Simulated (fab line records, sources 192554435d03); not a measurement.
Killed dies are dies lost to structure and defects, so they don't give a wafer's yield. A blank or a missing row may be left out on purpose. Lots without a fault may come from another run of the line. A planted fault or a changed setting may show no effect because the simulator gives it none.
Which tool did it? | flow n5_finfet | 10 lots, 29 wafers sampled, at 4 steps of a route of 1938

WHAT THE GAUGES READ, wafer by wafer
N5_BEOL_M9_CD_MEAS_11: target cd 64.1 nm. Usual: cd_nm 63.8 nm, standard deviation 0.69.
lot  | measured     | on        | cd_nm (nm)     | flag
L337 | day 9 16:05  | cd_sem-02 | 64.2 64.8      |
L338 | day 9 19:02  | cd_sem-02 | 64.6 63.9 64.7 |
L339 | day 10 03:53 | cd_sem-02 | 64.2 63.4 63.4 |
L343 | day 10 23:15 | cd_sem-01 | 64.0 64.9 65.1 |
L345 | day 11 01:20 | cd_sem-02 | 63.6 63.6 63.6 |
L347 | day 11 23:38 | cd_sem-01 | 64.0 62.4 62.4 |
L350 | day 12 17:52 | cd_sem-02 | 62.9 62.6 62.2 |
L351 | day 12 18:34 | cd_sem-01 | 63.6 62.8 64.3 |
L357 | day 14 15:35 | cd_sem-03 | 62.5 62.4 63.9 |
L360 | day 15 03:44 | cd_sem-03 | 63.4 63.0 63.2 |

N5_BEOL_M9_INSPECT_13: inspects for defects (brightfield). Usual: raw_defect_count 463, standard deviation 100.
lot  | measured     | on                | raw_defect_count | flag
L337 | day 9 16:08  | defect_inspect-01 | 525 392          |
L338 | day 9 19:05  | defect_inspect-02 | 759 429 337      |
L339 | day 10 03:57 | defect_inspect-01 | 514 341 368      |
L343 | day 10 23:18 | defect_inspect-02 | 400 463 556      |
L345 | day 11 01:23 | defect_inspect-01 | 305 453 317      |
L347 | day 11 23:41 | defect_inspect-01 | 369 324 376      |
L350 | day 12 17:55 | defect_inspect-02 | 438 455 468      |
L351 | day 12 18:37 | defect_inspect-02 | 414 396 608      |
L357 | day 14 15:38 | defect_inspect-02 | 442 388 518      |
L360 | day 15 03:48 | defect_inspect-01 | 613 518 624      |

N5_BEOL_M9_CD_MEAS_28: target cd 70 nm. Usual: cd_nm 70.00 nm, standard deviation 0.26.
lot  | measured     | on        | cd_nm (nm)        | flag
L337 | day 9 17:31  | cd_sem-01 | 69.95 70.26       |
L338 | day 9 20:24  | cd_sem-01 | 70.34 70.21 70.26 |
L339 | day 10 05:15 | cd_sem-03 | 69.59 69.69 69.31 |
L343 | day 11 00:05 | cd_sem-03 | 68.61 68.83 68.83 | OFF
L345 | day 11 03:43 | cd_sem-03 | 69.04 68.86 69.09 | OFF
L347 | day 12 01:58 | cd_sem-02 | 70.29 70.23 70.10 |
L350 | day 12 19:07 | cd_sem-01 | 69.88 70.16 70.32 |
L351 | day 12 20:20 | cd_sem-02 | 70.45 70.52 69.56 |
L357 | day 14 16:35 | cd_sem-03 | 70.12 69.89 69.54 |
L360 | day 15 05:10 | cd_sem-02 | 69.43 69.80 70.11 |

WHICH TOOL RAN EACH LOT (tool, then ch and the chambers of the sampled wafers, then the start)
lot  | N5_BEOL_M9_EXPOSE_25
L337 | euv_scanner-02 ch 0, day 9 17:23
L338 | euv_scanner-02 ch 0, day 9 20:16
L339 | euv_scanner-02 ch 0, day 10 05:07
L343 | euv_scanner-02 ch 0, day 10 23:58
L345 | euv_scanner-02 ch 0, day 11 03:35
L347 | euv_scanner-01 ch 0, day 12 01:50
L350 | euv_scanner-01 ch 0, day 12 18:59
L351 | euv_scanner-01 ch 0, day 12 20:13
L357 | euv_scanner-01 ch 0, day 14 16:28
L360 | euv_scanner-01 ch 0, day 15 05:02
- N5_BEOL_M9_EXPOSE_25: exposes mask V8.

WHAT THE TOOLS THEMSELVES READ (means of the sampled wafers that have a number; where no wafer has one, the mark that the record gives instead)
N5_BEOL_M9_EXPOSE_25. Usual: exposure_dose_mJ_cm2 37.18, standard deviation 0.057; focus_offset_nm 0.0 nm, standard deviation 0.51.
lot  | tool           | exposure_dose_mJ_cm2 | focus_offset_nm (nm) | flag
L337 | euv_scanner-02 | 37.16                | 0.4                  |
L338 | euv_scanner-02 | 37.14                | -0.1                 |
L339 | euv_scanner-02 | 37.18                | -0.4                 |
L343 | euv_scanner-02 | 35.14                | 0.1                  | OFF
L345 | euv_scanner-02 | 35.52                | 0.6                  | OFF
L347 | euv_scanner-01 | 37.27                | 0.2                  |
L350 | euv_scanner-01 | 37.26                | 0.2                  |
L351 | euv_scanner-01 | 37.24                | 0.2                  |
L357 | euv_scanner-01 | 37.23                | -0.0                 |
L360 | euv_scanner-01 | 37.20                | 0.1                  |

THE ANSWER, worked out from the rows above alone
Rule: a lot is off if the mean of its wafers that have a number lies more than 3 standard deviations from the usual mean. A lot without any number at a reading at which 4 lots or more have one is off too. The other lots that the step has rows for count as sound. The gauges are gone through in route order, then the tools' own readings, and for those a lot's mean is taken as printed above. The first step at which some lot is off is used, and at that step the reading that is off furthest; a lot without a number counts as furthest.
Off: L343, L345, at N5_BEOL_M9_CD_MEAS_28 (cd_nm).
A tool fits if, at a process step before that reading, it ran every lot that is off, and no sound lot after the first of them. The gauges at N5_BEOL_M9_CD_MEAS_28 aren't tried: what is off there is off at N5_BEOL_M9_EXPOSE_25 too, on other tools, and a gauge's error can't cause that. One fits: euv_scanner-02 at N5_BEOL_M9_EXPOSE_25. Its last sound lot is L339 (day 10 05:07), its first lot that is off L343 (day 10 23:58): a fault that began between those two fits.
The tool's own readings at N5_BEOL_M9_EXPOSE_25 bear it out: on the lots that are off they differ by more than 5 times the standard deviation of the sound lots' means. exposure_dose_mJ_cm2 reads 35.33 there against 37.21 on the sound lots.

WHAT THE SIMULATOR HAD PUT IN
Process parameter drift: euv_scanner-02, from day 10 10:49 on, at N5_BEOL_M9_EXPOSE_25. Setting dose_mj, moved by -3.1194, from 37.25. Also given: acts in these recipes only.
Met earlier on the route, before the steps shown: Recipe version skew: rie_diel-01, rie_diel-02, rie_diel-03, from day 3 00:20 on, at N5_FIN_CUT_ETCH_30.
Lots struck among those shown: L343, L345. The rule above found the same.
